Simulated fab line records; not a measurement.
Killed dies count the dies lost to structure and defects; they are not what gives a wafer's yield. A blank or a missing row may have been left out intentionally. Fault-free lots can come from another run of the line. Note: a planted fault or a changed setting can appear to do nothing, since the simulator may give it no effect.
Matching of chambers | flow nand harc | rie diel-12 running NHARC_A_M1_ETCH_35: 4 sister chambers
The step etches the open film in N2/H2, target depth 40 nm, overetch 12 nm, time 43.94 s. 22 wafers are shown with their chamber, then 11 later ones without.

== WAFERS WITH THEIR CHAMBER ==
wafer  | chamber | showerhead plenum p Torr (Torr) | drypump motor current A (A) | rf vpp V (V)
L076.2 | 3       | 1.97                            | 6.3                         | 428.4
L076.3 | 2       | 2.18                            | 5.8                         | 434.0
L076.5 | 3       | 1.97                            | 6.3                         | 429.4
L077.2 | 2       | 2.18                            | 5.8                         | 433.4
L077.4 | 3       | 1.97                            | 6.3                         | 427.5
L077.5 | 3       | 1.97                            | 6.3                         | 428.9
L078.2 | 0       | 2.02                            | 5.6                         | 430.5
L078.5 | 1       | 2.14                            | 5.3                         | 433.5
L078.6 | 0       | 2.02                            | 5.6                         | 429.8
L079.3 | 3       | 1.97                            | 6.3                         | 429.3
L079.4 | 1       | 2.14                            | 5.3                         | 432.5
L079.5 | 2       | 2.18                            | 5.8                         | 433.4
L081.2 | 3       | 1.97                            | 6.3                         | 427.2
L081.4 | 0       | 2.02                            | 5.6                         | 429.3
L081.6 | 2       | 2.18                            | 5.8                         | 434.5
L087.1 | 2       | 2.18                            | 5.8                         | 434.8
L087.2 | 3       | 1.97                            | 6.3                         | 429.7
L087.3 | 1       | 2.13                            | 5.3                         | 433.3
L086.2 | 1       | 2.13                            | 5.2                         | 434.0
L086.4 | 2       | 2.18                            | 5.8                         | 435.2
L086.5 | 2       | 2.18                            | 5.8                         | 432.9
L088.2 | 1       | 2.13                            | 5.2                         | 433.6

SIGNATURES, as means of the wafers listed above
reading                  | chamber 0 | chamber 1 | chamber 2 | chamber 3 | scatter within a chamber
showerhead plenum p Torr | 2.0200    | 2.1340    | 2.1800    | 1.9700    | 0.00258
drypump motor current A  | 5.600     | 5.260     | 5.800     | 6.300     | 0.0258
rf vpp V                 | 429.867   | 433.380   | 434.029   | 428.629   | 0.811
Rule: a wafer's distance from a chamber is the root of the sum, over the readings, of the square of ((its reading less the chamber's mean) divided by the reading's scatter). The wafer belongs to the nearest chamber; if the next one is less than 2 further off, it can't be placed. How the scatter is found: for the shown wafers, subtract from each reading the mean of its chamber, square and add these, divide the total by (wafers less chambers), then take the root.

== WAFERS WHOSE CHAMBER IS MISSING ==
wafer  | showerhead plenum p Torr (Torr) | drypump motor current A (A) | rf vpp V (V)
L088.4 | 1.97                            | 6.3                         | 428.8
L088.5 | 2.18                            | 5.8                         | 434.4
L094.3 | 2.13                            | 5.3                         | 432.8
L094.4 | 2.13                            | 5.3                         | 432.0
L094.5 | 2.18                            | 5.8                         | 434.5
L096.1 | 2.13                            | 5.3                         | 432.8
L096.3 | 1.97                            | 6.3                         | 427.8
L096.5 | 2.18                            | 5.9                         | 433.1
L097.1 | 1.97                            | 6.3                         | 428.3
L097.2 | 2.13                            | 5.2                         | 432.9
L097.5 | 1.97                            | 6.3                         | 429.7

== THE CHAMBER EACH PASSED THROUGH ==
wafer  | from the rows above | in truth
L088.4 | 3                   | 3
L088.5 | 2                   | 2
L094.3 | 1                   | 1
L094.4 | 1                   | 1
L094.5 | 2                   | 2
L096.1 | 1                   | 1
L096.3 | 3                   | 3
L096.5 | 2                   | 2
L097.1 | 3                   | 3
L097.2 | 1                   | 1
L097.5 | 3                   | 3
Correctly placed: 11 of 11. Number that these rows cannot place: 0. Number placed wrongly: 0.
